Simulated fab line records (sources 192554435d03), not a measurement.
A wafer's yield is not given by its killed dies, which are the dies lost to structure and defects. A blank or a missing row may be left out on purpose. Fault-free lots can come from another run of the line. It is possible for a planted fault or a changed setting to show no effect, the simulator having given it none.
One fault seen from 3 desks | flow n5-finfet | only its own numbers are on each desk; what lay behind them is given at the end

THE DEFECT DESK
For each lot, the counts of the inspections along the route, averaged over the sampled wafers that have a number. Any lot whose mean is over 4 standard deviations away from the usual mean is out of limits and marked OUT; that distance is given in the brackets.
Columns: A = raw-defect-count at N5_MIM_BOT_LITHO_INSPECT_12, usual 2.0
lot  | first seen here | A
L761 | day 11 08:35    | 2.7
L764 | day 11 19:49    | 1.7
L765 | day 12 07:33    | 0.7
L768 | day 13 17:11    | 1.3
L773 | day 14 05:54    | 1.7
L775 | day 15 09:11    | 2.3
L777 | day 15 21:17    | 3.0
This desk's finding: nothing out of limits on any of the 7 lots.

AT THE METROLOGY DESK
What the gauges read, lot by lot, whatever tool the lot ran on: means of the sampled wafers that have a number. Any lot whose mean is over 4 standard deviations away from the usual mean is out of limits and marked OUT; that distance is given in the brackets.
Columns: A = cd-nm at N5_MIM_BOT_LITHO_CD_MEAS_08, usual 3000.9 nm; B = MIM_BOT_OVL at N5_MIM_BOT_LITHO_OVL_MEAS_11, usual 3 nm
lot  | first seen here | A      | B
L761 | day 11 08:31    | 3002.0 | 1
L764 | day 11 19:45    | 2999.9 | 10
L765 | day 12 07:30    | 2999.6 | 7
L768 | day 13 17:08    | 3000.7 | 4
L773 | day 14 05:51    | 3000.5 | 7
L775 | day 15 09:08    | 3000.8 | 0
L777 | day 15 21:14    | 3004.3 | 6
This desk's finding: nothing out of limits on any of the 7 lots.

AT THE TOOL OWNER'S DESK: rie-diel-01
The tool's own readings at N5_MIM_BOT_ETCH_ETCH_04 (etches SiNx in CF4/O2, target depth 26 nm, time 13 s): means of the sampled wafers that have a number, for each lot that ran on this tool. Any lot whose mean is over 4 standard deviations away from the usual mean is out of limits and marked OUT; that distance is given in the brackets.
Columns: A = drypump-motor-current-A at N5_MIM_BOT_ETCH_ETCH_04, usual 5.3 A; B = oes_f_703_au at N5_MIM_BOT_ETCH_ETCH_04, usual 0.82 a.u.; C = oes-product-au at N5_MIM_BOT_ETCH_ETCH_04, usual 0.83 a.u.; D = rf-fwd-power-W at N5_MIM_BOT_ETCH_ETCH_04, usual 531.7 W; E = rf-vpp-V at N5_MIM_BOT_ETCH_ETCH_04, usual 242 V; F = showerhead-plenum-p-Torr at N5_MIM_BOT_ETCH_ETCH_04, usual 2.18 Torr; G = throttle-valve-pct at N5_MIM_BOT_ETCH_ETCH_04, usual 15.85 %
lot  | first seen here | A   | B    | C    | D               | E   | F    | G
L761 | day 11 08:41    | 5.3 | 0.81 | 0.83 | 531.3           | 239 | 2.19 | 15.92
L765 | day 12 07:39    | 5.8 | 0.88 | 0.89 | 531.4           | 237 | 2.14 | 15.63
L773 | day 14 06:07    | 5.4 | 1.07 | 0.97 | 659.3 (+71) OUT | 218 | 2.15 | 15.77
L775 | day 15 09:17    | 5.8 | 1.04 | 0.94 | 658.7 (+71) OUT | 216 | 2.14 | 15.85
L777 | day 15 21:28    | 4.8 | 1.11 | 1.00 | 660.4 (+71) OUT | 218 | 2.18 | 15.78
This desk finds L773, L775, L777 out of limits, L773 being first, at day 14 06:07 (rf-fwd-power-W at N5_MIM_BOT_ETCH_ETCH_04). In limits: L761, L765.

TAKEN TOGETHER
On L773, L775, L777, at day 14 06:07, an alarm was possible from the tool owner's desk.
The defect desk saw nothing out of limits.
From the metrology desk's view, nothing was out of limits.
The defect desk has L773, L775, L777 on record, within its limits.
The metrology desk has L773, L775, L777 on record, within its limits.
The lots listed all ran N5_MIM_BOT_ETCH_ETCH_04 on rie-diel-01.

WHAT HAD BEEN PUT IN BY THE SIMULATOR
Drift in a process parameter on rie-diel-01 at N5_MIM_BOT_ETCH_ETCH_04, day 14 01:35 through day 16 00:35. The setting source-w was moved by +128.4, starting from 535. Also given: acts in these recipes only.
Struck lots among those shown: L773, L775, L777.
Hours from the fault's start to each desk's first reading out of limits: the tool owner's desk, 5.
